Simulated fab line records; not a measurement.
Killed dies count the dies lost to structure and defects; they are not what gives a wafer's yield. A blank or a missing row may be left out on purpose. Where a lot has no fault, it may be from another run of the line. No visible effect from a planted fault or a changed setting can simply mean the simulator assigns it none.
Chamber matching    flow n5-finfet    N5_HKMG_FIN_ALD_36 on ald-metal-03: 4 sister chambers
The step deposits TiN, target thk 1 nm, pulse time 1 s, purge time 3 s. 8 wafers are shown with their chamber, then 8 later ones without.

WAFERS PAIRED WITH THEIR CHAMBERS
wafer   chamber  heater-power-outer-w (W)  heater-power-w (W)
L082.4  3        668                       1025
L082.6  2        612                       1017
L084.2  1        529                       801
L084.4  2        620                       992
L085.2  0        499                       817
L085.5  0        504                       801
L085.6  3        673                       1014
L087.3  1        536                       807

WAFERS MISSING THEIR CHAMBER
wafer   heater-power-outer-w (W)  heater-power-w (W)
L087.4  630                       979
L087.6  609                       995
L093.2  630                       972
L093.4  670                       1026
L093.6  511                       835
L096.1  499                       797
L096.2  653                       1025
L096.6  509                       818

THE CHAMBER EACH PASSED THROUGH
wafer   from the rows above  in truth
L087.4  2                    2
L087.6  2                    2
L093.2  2                    2
L093.4  3                    3
L093.6  0                    0
L096.1  0                    0
L096.2  3                    3
L096.6  0                    0
Correctly placed: 8 of 8. Not placeable from these rows: 0. Placed wrongly: 0.
How it was worked out, from the rows above alone: a wafer's distance from a chamber is the root of the sum, over the readings, of the square of ((its reading less the chamber's mean) divided by the reading's scatter). If the next closest chamber is less than 2 further off than the closest, the wafer can't be placed; otherwise it belongs to the closest. For every chamber, the mean is computed from those of its wafers that are shown. The scatter is the square root of a quotient: the sum, over the shown wafers, of each reading's squared deviation from its chamber's mean, divided by wafers minus chambers.
